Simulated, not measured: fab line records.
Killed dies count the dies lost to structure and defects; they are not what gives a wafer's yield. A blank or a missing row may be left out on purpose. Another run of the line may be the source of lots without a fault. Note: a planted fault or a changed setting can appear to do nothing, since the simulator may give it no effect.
Chamber matching	flow nand-harc	NHARC_A_STAIRCASE_ETCH_169 on rie-diel-04: 4 sister chambers
The step etches the open film in CH3F/O2, target depth 50 nm, time 107.1 s. 4 wafers are shown with their chamber, then 7 later ones without.

## WAFERS PAIRED WITH THEIR CHAMBERS
wafer	chamber	showerhead-plenum-p-Torr (Torr)
L774.2	3	2.50
L777.3	1	2.31
L778.1	0	2.54
L778.5	2	2.44

## WAFERS WITH NO CHAMBER GIVEN
wafer	showerhead-plenum-p-Torr (Torr)
L778.6	2.31
L780.1	2.44
L780.2	2.50
L780.5	2.30
L784.1	2.49
L784.3	2.30
L784.4	2.44

## THE CHAMBER EACH PASSED THROUGH
wafer	from the rows above	in truth
L778.6	1	1
L780.1	2	2
L780.2	3	3
L780.5	1	1
L784.1	3	3
L784.3	1	1
L784.4	2	2
Correctly placed: 7 of 7. Left unplaced by these rows: 0. 0 placed wrongly.
How it was worked out, from the rows above alone: a wafer's distance from a chamber is the root of the sum, over the readings, of the square of ((its reading less the chamber's mean) divided by the reading's scatter). The wafer belongs to the nearest chamber; if the next one is less than 2 further off, it can't be placed. Each chamber's mean is taken over the wafers shown for it. The scatter: root of mean squared gap, hidden wafer to nearest shown wafer, with one shown wafer a chamber.
